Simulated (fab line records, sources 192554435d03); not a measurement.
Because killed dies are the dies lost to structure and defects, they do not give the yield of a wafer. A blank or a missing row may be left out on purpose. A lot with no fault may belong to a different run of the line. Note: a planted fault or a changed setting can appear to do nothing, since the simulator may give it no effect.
Lot-split experiment    flow n5_finfet    route with 1938 steps; 7 lots, 39 wafers read

## ON THE SPLIT
At N5_SD_EPI_N_EPI_21 (deposits Si:P, time 690 s), the setting time_s was moved away from the recipe's 690 s on 15 of the 39 wafers read, by -32.8% to +39.5%. For the rest of the wafers, this setting stayed at what the recipe calls for.

## FROM THE SPLIT TO THE READING: what the file shows between them, 5 steps
- N5_SD_EPI_N_EPI_MEAS_23
- N5_SD_EPI_N_PRECLEAN_24: cleans in O3/DIW, time 60 s
- N5_SD_EPI_N_SRD_25: time 30 s
- N5_SD_ACTIVATION_RTA_00: time 0 s
- N5_SD_ACTIVATION_LSA_01: time 0.0008 s

## THE READING
RS_SD_N (ohm/sq), read at N5_SD_ACTIVATION_RS_MEAS_03 with a four-point probe. On this fab line, fault-free wafers typically give 21.92 ohm/sq with a standard deviation of 0.28 ohm/sq.

wafer   tool, chamber at the split  time_s as run, s  against the recipe  RS_SD_N, ohm/sq  against lot-mates on the recipe
L077.1  epi_rpcvd-02, 0             690               recipe              21.81            -
L077.2  epi_rpcvd-02, 0             690               recipe              21.67            -
L077.3  epi_rpcvd-02, 0             830.8             +20.4%              19.02            -2.73
L077.4  epi_rpcvd-02, 0             830.8             +20.4%              18.86            -2.89
L077.5  epi_rpcvd-02, 0             830.8             +20.4%              19.08            -2.67
L077.6  epi_rpcvd-02, 0             690               recipe              21.77            -
L081.1  epi_rpcvd-01, 0             690               recipe              21.92            -
L081.2  epi_rpcvd-01, 0             537.6             -22.1%              25.95            +4.10
L081.3  epi_rpcvd-01, 0             690               recipe              21.73            -
L081.4  epi_rpcvd-01, 0             537.6             -22.1%              26.20            +4.35
L081.5  epi_rpcvd-01, 0             537.6             -22.1%              26.11            +4.26
L081.6  epi_rpcvd-01, 0             690               recipe              21.91            -
L082.2  epi_rpcvd-04, 0             690               recipe              21.67            -
L082.3  epi_rpcvd-04, 0             690               recipe              21.74            -
L082.5  epi_rpcvd-04, 0             690               recipe              21.67            -
L088.1  epi_rpcvd-04, 0             463.4             -32.8%              30.26            +8.36
L088.2  epi_rpcvd-04, 0             690               recipe              21.81            -
L088.3  epi_rpcvd-04, 0             463.4             -32.8%              30.29            +8.39
L088.4  epi_rpcvd-04, 0             463.4             -32.8%              29.91            +8.01
L088.5  epi_rpcvd-04, 0             690               recipe              22.08            -
L088.6  epi_rpcvd-04, 0             690               recipe              21.81            -
L091.1  epi_rpcvd-01, 0             939.4             +36.1%              17.55            -4.55
L091.2  epi_rpcvd-01, 0             690               recipe              22.16            -
L091.3  epi_rpcvd-01, 0             690               recipe              22.22            -
L091.4  epi_rpcvd-01, 0             939.4             +36.1%              17.54            -4.56
L091.5  epi_rpcvd-01, 0             939.4             +36.1%              17.41            -4.69
L091.6  epi_rpcvd-01, 0             690               recipe              21.92            -
L096.1  epi_rpcvd-01, 0             690               recipe              22.37            -
L096.2  epi_rpcvd-01, 0             690               recipe              21.93            -
L096.3  epi_rpcvd-01, 0             690               recipe              21.68            -
L096.4  epi_rpcvd-01, 0             690               recipe              22.31            -
L096.5  epi_rpcvd-01, 0             690               recipe              21.41            -
L096.6  epi_rpcvd-01, 0             690               recipe              21.91            -
L097.1  epi_rpcvd-01, 0             962.4             +39.5%              16.87            -4.76
L097.2  epi_rpcvd-01, 0             962.4             +39.5%              17.15            -4.48
L097.3  epi_rpcvd-01, 0             690               recipe              21.89            -
L097.4  epi_rpcvd-01, 0             690               recipe              21.59            -
L097.5  epi_rpcvd-01, 0             962.4             +39.5%              17.22            -4.41
L097.6  epi_rpcvd-01, 0             690               recipe              21.42            -

THE FIT
A straight line over all 39 wafers: RS_SD_N changes by -0.164 ohm/sq for each +1% of time_s; r = -0.96; the points scatter about the line by 0.94 ohm/sq.
The same after taking each lot's own level away (the mean of its wafers on the recipe; 39 wafers): -0.163 ohm/sq for each +1%; r = -0.96; scatter 0.93 ohm/sq.
The reading moves by 6.4 ohm/sq for the largest change in time_s, on that fit.
From 21.633 to 22.100 ohm/sq: that is the span of the lots' own levels, equal to 1.7 times the standard deviation above.
So the lot-to-lot level changes the slope little: the two slopes agree.
Check: with one of the wafers moved furthest among these (+39.5%) left out of the fit, the line predicts -6.02 ohm/sq for it against its lot-mates. It came out at -4.76 ohm/sq against them.

## FURTHER SPLITS ON THESE WAFERS
Note: prior to the reading, these wafers also went through further splits. Each is held against what the fit with the lots' levels taken away leaves over:
other split on the same wafers  wafers away from the commonest value  r with RS_SD_N (lot level and that fit taken away)
N5_FIN_SAQP_HM_DEP_72 time_s    12                                    +0.22

## THE WHOLE CHAIN: every reading that the file lists as answering this split, in the file's order
step                         what it does                  reading                                                                          change (the file's fit)                r (the file's)
N5_SD_EPI_N_EPI_21           deposits Si:P, time 690 s     Si-P_of_SD_EPI_N_EPI_21.thk_nm (the simulator's own value, which no gauge read)  +0.434 nm for each +1% of the setting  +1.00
N5_SD_EPI_N_EPI_MEAS_23                                    thk_nm                                                                           withheld for each +1% of the setting   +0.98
N5_SD_ACTIVATION_RS_MEAS_03  measures by four-point-probe  RS_SD_N                                                                          -0.158 for each +1% of the setting     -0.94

## FILE'S OWN FIT
RS_SD_N changes by -0.158 ohm/sq for each +1% of time_s, r = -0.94.
